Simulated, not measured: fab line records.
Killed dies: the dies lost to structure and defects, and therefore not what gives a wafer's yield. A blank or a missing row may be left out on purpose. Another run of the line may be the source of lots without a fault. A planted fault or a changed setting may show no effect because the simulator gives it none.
Which tool was responsible? ; flow nand-harc ; 72 wafers from 24 lots sampled at 6 of the route's 1302 steps

## WHAT THE GAUGES READ, wafer by wafer
The record lacks any reading of a measuring or inspecting step that a usual standard deviation could be used to judge.

## WHAT TOOL EACH LOT RAN ON (gives the tool, then ch and the chambers of the sampled wafers, and finally the start)
lot;NHARC_A_STAIRCASE_TRIM_235;NHARC_A_STAIRCASE_ETCH_236;NHARC_A_STAIRCASE_STRIP_254;NHARC_A_STAIRCASE_ETCH_451;NHARC_A_STAIRCASE_ETCH_273;NHARC_A_STAIRCASE_DEP_322
L074;rie-diel-10 ch 0,3, day 16 06:33 or earlier;rie-diel-10 ch 0,1,3, day 16 06:33 or earlier;plasma-asher-01 ch 0,1, day 16 06:33;rie-diel-03 ch 1,2,3, day 18 06:47 or earlier;rie-diel-03 ch 0,1,3, day 18 06:47 or earlier;pecvd-03 ch 0,1,2, day 18 06:47
L076;rie-diel-10 ch 0,2, day 16 22:26 or earlier;rie-diel-10 ch 2,3, day 16 22:26 or earlier;plasma-asher-02 ch 0,1, day 16 22:26;rie-diel-10 ch 0,1, day 18 21:27 or earlier;rie-diel-10 ch 1,2,3, day 18 21:27 or earlier;pecvd-01 ch 0,2, day 18 21:27
L075;rie-diel-10 ch 2,3, day 16 22:49 or earlier;rie-diel-10 ch 0,2,3, day 16 22:49 or earlier;plasma-asher-01 ch 0,1, day 16 22:49;rie-diel-10 ch 0,2,3, day 18 21:27 or earlier;rie-diel-10 ch 1,2, day 18 21:27 or earlier;pecvd-02 ch 0,1, day 18 21:27
L077;rie-diel-08 ch 0,1,2, day 17 04:52 or earlier;rie-diel-08 ch 0,2, day 17 04:52 or earlier;plasma-asher-02 ch 0,1, day 17 04:52;rie-diel-08 ch 0,1,3, day 19 01:41 or earlier;rie-diel-08 ch 1,2, day 19 01:41 or earlier;pecvd-01 ch 0,2, day 19 01:41
L078;rie-diel-08 ch 2,3, day 17 20:28 or earlier;rie-diel-08 ch 0,1,2, day 17 20:28 or earlier;plasma-asher-01 ch 0,1, day 17 20:28;rie-diel-10 ch 0,3, day 19 19:50 or earlier;rie-diel-10 ch 0,2,3, day 19 19:50 or earlier;pecvd-03 ch 1,2, day 19 19:50
L080;rie-diel-08 ch 1,2, day 18 12:23 or earlier;rie-diel-03 ch 1,2,3, day 18 12:23;plasma-asher-01 ch 0, day 18 14:07;rie-diel-08 ch 0,1,2, day 20 06:10 or earlier;rie-diel-08 ch 0,1,2, day 20 06:10 or earlier;pecvd-03 ch 0,1,2, day 20 06:10
L079;rie-diel-08 ch 1,2, day 18 14:19 or earlier;rie-diel-08 ch 0,2,3, day 18 14:19 or earlier;plasma-asher-02 ch 0,1, day 18 14:19;rie-diel-03 ch 0,1, day 20 06:10 or earlier;rie-diel-03 ch 0,2,3, day 20 06:10 or earlier;pecvd-02 ch 0,2, day 20 06:10
L081;rie-diel-03 ch 0,3, day 19 08:33 or earlier;rie-diel-03 ch 1,3, day 19 08:33 or earlier;plasma-asher-01 ch 0,1, day 19 08:33;rie-diel-08 ch 1,2,3, day 21 01:05 or earlier;rie-diel-08 ch 0,1,3, day 21 01:05 or earlier;pecvd-03 ch 0,2, day 21 01:05
L082;rie-diel-08 ch 0,3, day 20 01:58 or earlier;rie-diel-08 ch 1,2, day 20 01:58 or earlier;plasma-asher-01 ch 1, day 20 01:58;rie-diel-08 ch 1,3, day 21 21:46 or earlier;rie-diel-08 ch 0,1,2, day 21 21:46 or earlier;pecvd-02 ch 0,1, day 21 21:46
L083;rie-diel-10 ch 0,2,3, day 20 16:32 or earlier;rie-diel-10 ch 1,2,3, day 20 16:32 or earlier;plasma-asher-02 ch 0,1, day 20 16:32;rie-diel-10 ch 0,2,3, day 22 18:56 or earlier;rie-diel-10 ch 0,2,3, day 22 18:56 or earlier;pecvd-03 ch 0,1,2, day 22 18:56
L085;rie-diel-03 ch 0,3, day 20 21:05 or earlier;rie-diel-03 ch 0,3, day 20 21:05 or earlier;plasma-asher-02 ch 0,1, day 20 21:05;rie-diel-10 ch 0,2, day 22 18:56 or earlier;rie-diel-10 ch 1,2, day 22 18:56 or earlier;pecvd-01 ch 0,2, day 22 18:56
L086;rie-diel-08 ch 0,1,2, day 20 22:01 or earlier;rie-diel-08 ch 1,2,3, day 20 22:01 or earlier;plasma-asher-02 ch 0,1, day 20 22:01;rie-diel-08 ch 0,2, day 22 18:56 or earlier;rie-diel-08 ch 0,2, day 22 18:56 or earlier;pecvd-02 ch 0,1, day 22 18:56
L084;rie-diel-08 ch 0,2,3, day 21 02:52 or earlier;rie-diel-08 ch 0,1,2, day 21 02:52 or earlier;plasma-asher-02 ch 0,1, day 21 02:52;rie-diel-03 ch 0,3, day 23 01:02 or earlier;rie-diel-03 ch 0,2, day 23 01:02 or earlier;pecvd-01 ch 0,1,2, day 23 01:02
L087;rie-diel-03 ch 1,3, day 21 14:48 or earlier;rie-diel-03 ch 1,3, day 21 14:48 or earlier;plasma-asher-01 ch 0,1, day 21 14:48;rie-diel-10 ch 0,3, day 23 11:14 or earlier;rie-diel-10 ch 0,3, day 23 11:14 or earlier;pecvd-02 ch 0,2, day 23 11:14
L088;rie-diel-08 ch 1,2,3, day 22 12:44 or earlier;rie-diel-08 ch 0,2,3, day 22 12:44 or earlier;plasma-asher-01 ch 0,1, day 22 12:44;rie-diel-10 ch 1,2, day 24 05:49 or earlier;rie-diel-10 ch 0,1,3, day 24 05:49 or earlier;pecvd-01 ch 0,1,2, day 24 05:49
L091;rie-diel-08 ch 0,1,3, day 22 20:02 or earlier;rie-diel-08 ch 1,2,3, day 22 20:02 or earlier;plasma-asher-02 ch 0,1, day 22 20:02;rie-diel-03 ch 1,2,3, day 24 14:54 or earlier;rie-diel-03 ch 0,3, day 24 14:54 or earlier;pecvd-01 ch 1,2, day 24 14:54
L089;rie-diel-08 ch 0,1,2, day 23 04:22 or earlier;rie-diel-08 ch 0,2,3, day 23 04:22 or earlier;plasma-asher-01 ch 0,1, day 23 04:22;rie-diel-08 ch 1,2, day 25 04:01 or earlier;rie-diel-08 ch 1,2,3, day 25 04:01 or earlier;pecvd-01 ch 0,1,2, day 25 04:01
L092;rie-diel-10 ch 0,1, day 23 07:29 or earlier;rie-diel-10 ch 0,1,2, day 23 07:29 or earlier;plasma-asher-02 ch 0,1, day 23 07:29;rie-diel-08 ch 1,2, day 25 04:02 or earlier;rie-diel-08 ch 2,3, day 25 04:02 or earlier;pecvd-02 ch 0,1, day 25 04:02
L090;rie-diel-03 ch 1,3, day 23 07:54 or earlier;rie-diel-03 ch 0,2, day 23 07:54 or earlier;plasma-asher-01 ch 0,1, day 23 07:54;rie-diel-10 ch 1,2,3, day 25 04:01 or earlier;rie-diel-10 ch 2,3, day 25 04:01 or earlier;pecvd-03 ch 0,1, day 25 04:01
L093;rie-diel-03 ch 0,1,3, day 24 01:45 or earlier;rie-diel-03 ch 1,2,3, day 24 01:45 or earlier;plasma-asher-02 ch 0,1, day 24 01:45;rie-diel-08 ch 1,2,3, day 26 00:50 or earlier;rie-diel-08 ch 0,1,2, day 26 00:50 or earlier;pecvd-01 ch 0,1,2, day 26 00:50
L094;rie-diel-03 ch 1,2, day 24 14:20 or earlier;rie-diel-03 ch 0,2,3, day 24 14:20 or earlier;plasma-asher-02 ch 0,1, day 24 14:20;rie-diel-08 ch 0,1,2, day 26 09:19 or earlier;rie-diel-08 ch 2,3, day 26 09:19 or earlier;pecvd-01 ch 0,1, day 26 09:19
L095;rie-diel-03 ch 0,1,2, day 25 07:13 or earlier;rie-diel-03 ch 1,2,3, day 25 07:13 or earlier;plasma-asher-01 ch 0,1, day 25 07:13;rie-diel-03 ch 1,3, day 27 03:16 or earlier;rie-diel-03 ch 0,1,3, day 27 03:16 or earlier;pecvd-02 ch 0,2, day 27 03:16
L096;rie-diel-10 ch 1,2,3, day 25 07:32 or earlier;rie-diel-10 ch 0,2, day 25 07:32 or earlier;plasma-asher-01 ch 0,1, day 25 07:32;rie-diel-08 ch 2,3, day 27 03:16 or earlier;rie-diel-08 ch 2,3, day 27 03:16 or earlier;pecvd-03 ch 0,2, day 27 03:16
L097;rie-diel-03 ch 0,1,3, day 25 17:44 or earlier;rie-diel-03 ch 1,3, day 25 17:44 or earlier;plasma-asher-02 ch 0,1, day 25 17:44;rie-diel-08 ch 0,1, day 27 19:27 or earlier;rie-diel-08 ch 0,1,2, day 27 19:27 or earlier;pecvd-02 ch 0,1, day 27 19:27
- NHARC_A_STAIRCASE_TRIM_235: chemistry O2, time 211.2 s.
- NHARC_A_STAIRCASE_ETCH_236: etches the open film in C4F8/O2, target depth 100 nm, time 40.5 s.
- NHARC_A_STAIRCASE_STRIP_254: strips in O2.
- NHARC_A_STAIRCASE_ETCH_451: etches the open film in CF4/O2, target depth 30 nm, overetch 3 nm, time 16.5 s.
- NHARC_A_STAIRCASE_ETCH_273: etches the open film in C4F8/O2/Ar, target depth 10200 nm, time 2468.6 s.
- NHARC_A_STAIRCASE_DEP_322: deposits SiO2, target thk 7200 nm.

## WHAT THE TOOLS THEMSELVES READ (means of the sampled wafers that have a number; where no wafer has one, the mark that the record gives instead)
NHARC_A_STAIRCASE_TRIM_235. Usual: drypump-motor-current-A 5.7 A, standard deviation 0.33; oes-product-au 1.000 a.u., standard deviation 0.01; rf-vpp-V 57.8 V, standard deviation 0.96; showerhead-plenum-p-Torr 3.54 Torr, standard deviation 0.17; throttle-valve-pct 17.037 %, standard deviation 0.0098.
lot;tool;drypump-motor-current-A (A);oes-product-au (a.u.);rf-vpp-V (V);showerhead-plenum-p-Torr (Torr);throttle-valve-pct (%);flag
L074;rie-diel-10;5.4;1.001;57.1;3.33;17.038;
L076;rie-diel-10;5.1;0.998;57.7;3.51;17.026;
L075;rie-diel-10;5.4;0.988;58.1;3.36;17.044;
L077;rie-diel-08;5.9;1.006;58.0;3.66;17.029;
L078;rie-diel-08;5.9;1.010;57.4;3.54;17.035;
L080;rie-diel-08;5.8;1.000;58.3;3.64;17.037;
L079;rie-diel-08;5.9;1.009;57.7;3.64;17.032;
L081;rie-diel-03;5.6;0.989;57.6;3.58;17.040;
L082;rie-diel-08;6.0;0.999;57.9;3.54;17.040;
L083;rie-diel-10;5.3;0.999;58.1;3.58;17.035;
L085;rie-diel-03;5.6;0.999;59.2;3.58;17.034;
L086;rie-diel-08;5.9;1.003;57.9;3.64;17.041;
L084;rie-diel-08;6.0;1.007;57.2;3.53;17.033;
L087;rie-diel-03;5.8;1.005;57.3;3.44;17.034;
L088;rie-diel-08;6.0;1.001;57.5;3.51;17.039;
L091;rie-diel-08;6.0;0.995;58.2;3.52;17.033;
L089;rie-diel-08;5.9;1.005;58.1;3.63;17.039;
L092;rie-diel-10;5.7;1.000;57.6;3.34;17.040;
L090;rie-diel-03;5.8;0.986;57.4;3.43;17.032;
L093;rie-diel-03;5.8;0.994;58.1;3.50;17.039;
L094;rie-diel-03;5.9;0.996;58.1;3.62;17.033;
L095;rie-diel-03;5.9;0.996;57.7;3.59;17.045;
L096;rie-diel-10;5.5;0.999;57.1;3.52;17.038;
L097;rie-diel-03;5.8;1.001;58.4;3.49;17.029;

NHARC_A_STAIRCASE_ETCH_236. Usual: oes-product-au 0.944 a.u., standard deviation 0.013; rf-vpp-V 896 V, standard deviation 6.4.
lot;tool;oes-product-au (a.u.);rf-vpp-V (V);flag
L074;rie-diel-10;0.955;890;
L076;rie-diel-10;0.942;890;
L075;rie-diel-10;0.940;892;
L077;rie-diel-08;0.953;900;
L078;rie-diel-08;0.951;901;
L080;rie-diel-03;0.914;890;
L079;rie-diel-08;0.959;896;
L081;rie-diel-03;0.927;894;
L082;rie-diel-08;0.950;900;
L083;rie-diel-10;0.928;896;
L085;rie-diel-03;0.939;897;
L086;rie-diel-08;0.958;896;
L084;rie-diel-08;0.948;900;
L087;rie-diel-03;0.945;893;
L088;rie-diel-08;0.962;896;
L091;rie-diel-08;0.943;895;
L089;rie-diel-08;0.957;896;
L092;rie-diel-10;0.932;893;
L090;rie-diel-03;0.953;904;
L093;rie-diel-03;0.938;895;
L094;rie-diel-03;0.949;900;
L095;rie-diel-03;0.949;896;
L096;rie-diel-10;0.940;894;
L097;rie-diel-03;0.943;892;

NHARC_A_STAIRCASE_STRIP_254. Usual: drypump-motor-current-A 6.0 A, standard deviation 0.38; heater-power-w 341 W, standard deviation 30.
lot;tool;drypump-motor-current-A (A);heater-power-w (W);flag
L074;plasma-asher-01;5.7;366;
L076;plasma-asher-02;6.1;322;
L075;plasma-asher-01;5.7;340;
L077;plasma-asher-02;6.1;326;
L078;plasma-asher-01;5.7;338;
L080;plasma-asher-01;5.7;318;
L079;plasma-asher-02;6.4;339;
L081;plasma-asher-01;5.7;347;
L082;plasma-asher-01;5.7;387;
L083;plasma-asher-02;6.2;329;
L085;plasma-asher-02;6.2;329;
L086;plasma-asher-02;6.4;345;
L084;plasma-asher-02;6.2;326;
L087;plasma-asher-01;5.7;336;
L088;plasma-asher-01;5.7;365;
L091;plasma-asher-02;6.1;331;
L089;plasma-asher-01;5.7;345;
L092;plasma-asher-02;6.2;328;
L090;plasma-asher-01;5.7;340;
L093;plasma-asher-02;6.1;328;
L094;plasma-asher-02;6.1;329;
L095;plasma-asher-01;5.7;327;
L096;plasma-asher-01;5.7;339;
L097;plasma-asher-02;6.4;346;

NHARC_A_STAIRCASE_ETCH_451. Usual: drypump-motor-current-A 5.7 A, standard deviation 0.35; oes-product-au 1.001 a.u., standard deviation 0.011; rf-vpp-V 198.0 V, standard deviation 1.5; showerhead-plenum-p-Torr 1.34 Torr, standard deviation 0.067; throttle-valve-pct 13.397 %, standard deviation 0.01.
lot;tool;drypump-motor-current-A (A);oes-product-au (a.u.);rf-vpp-V (V);showerhead-plenum-p-Torr (Torr);throttle-valve-pct (%);flag
L074;rie-diel-03;5.9;0.988;196.8;1.28;13.400;
L076;rie-diel-10;5.5;1.006;197.3;1.29;13.393;
L075;rie-diel-10;5.3;1.001;196.7;1.29;13.400;
L077;rie-diel-08;6.0;1.003;197.3;1.34;13.388;
L078;rie-diel-10;5.3;1.001;196.8;1.28;13.392;
L080;rie-diel-08;5.8;1.001;198.7;1.38;13.401;
L079;rie-diel-03;6.1;0.986;197.4;1.30;13.396;
L081;rie-diel-08;6.0;1.004;197.4;1.33;13.392;
L082;rie-diel-08;6.2;1.000;197.0;1.29;13.396;
L083;rie-diel-10;5.3;0.995;198.3;1.36;13.399;
L085;rie-diel-10;5.1;0.995;197.4;1.32;13.391;
L086;rie-diel-08;5.8;1.010;197.5;1.38;13.397;
L084;rie-diel-03;5.6;0.996;198.8;1.35;13.398;
L087;rie-diel-10;5.3;0.992;198.0;1.35;13.399;
L088;rie-diel-10;5.4;0.989;197.1;1.30;13.414;
L091;rie-diel-03;5.8;0.996;196.8;1.34;13.397;
L089;rie-diel-08;5.8;1.007;199.3;1.37;13.398;
L092;rie-diel-08;5.8;1.021;198.8;1.38;13.391;
L090;rie-diel-10;5.5;0.998;198.2;1.34;13.393;
L093;rie-diel-08;6.0;1.007;199.3;1.40;13.407;
L094;rie-diel-08;5.8;1.001;197.9;1.37;13.398;
L095;rie-diel-03;6.1;0.991;196.5;1.27;13.397;
L096;rie-diel-08;6.1;1.009;199.4;1.42;13.394;
L097;rie-diel-08;5.9;0.998;198.6;1.38;13.401;

NHARC_A_STAIRCASE_ETCH_273. Usual: oes-product-au 0.935 a.u., standard deviation 0.012; rf-vpp-V 1828 V, standard deviation 13.
lot;tool;oes-product-au (a.u.);rf-vpp-V (V);flag
L074;rie-diel-03;0.923;1826;
L076;rie-diel-10;0.932;1814;
L075;rie-diel-10;0.934;1822;
L077;rie-diel-08;0.931;1836;
L078;rie-diel-10;0.931;1819;
L080;rie-diel-08;0.924;1835;
L079;rie-diel-03;0.926;1824;
L081;rie-diel-08;0.948;1827;
L082;rie-diel-08;0.932;1836;
L083;rie-diel-10;0.934;1831;
L085;rie-diel-10;0.921;1821;
L086;rie-diel-08;0.935;1836;
L084;rie-diel-03;0.929;1845;
L087;rie-diel-10;0.935;1828;
L088;rie-diel-10;0.944;1826;
L091;rie-diel-03;0.947;1829;
L089;rie-diel-08;0.933;1826;
L092;rie-diel-08;0.961;1826;
L090;rie-diel-10;0.925;1839;
L093;rie-diel-08;0.945;1834;
L094;rie-diel-08;0.952;1838;
L095;rie-diel-03;0.932;1823;
L096;rie-diel-08;0.932;1838;
L097;rie-diel-08;0.949;1834;

NHARC_A_STAIRCASE_DEP_322. Usual: heater-power-w 702 W, standard deviation 120.
lot;tool;heater-power-w (W);flag
L074;pecvd-03;664;
L076;pecvd-01;712;
L075;pecvd-02;784;
L077;pecvd-01;744;
L078;pecvd-03;628;
L080;pecvd-03;678;
L079;pecvd-02;641;
L081;pecvd-03;603;
L082;pecvd-02;759;
L083;pecvd-03;697;
L085;pecvd-01;647;
L086;pecvd-02;872;
L084;pecvd-01;729;
L087;pecvd-02;646;
L088;pecvd-01;726;
L091;pecvd-01;621;
L089;pecvd-01;718;
L092;pecvd-02;815;
L090;pecvd-03;767;
L093;pecvd-01;746;
L094;pecvd-01;776;
L095;pecvd-02;595;
L096;pecvd-03;708;
L097;pecvd-02;834;

## THE ANSWER, worked out from the rows above alone
Rule: lot off if the mean of its wafers having a number is beyond 3 standard deviations from the usual mean. Also off: a lot with no number at a reading for which 4 or more lots have one. Any other lot the step has rows for is counted as sound. First the gauges in route order, then the tools' own readings, where a lot's mean is used as printed above. The first step at which some lot is off is used, and at that step the reading that is off furthest; a lot without a number counts as furthest.
None of the lots is off at any reading shown; this tells nothing.

## WHAT THE SIMULATOR HAD PUT IN
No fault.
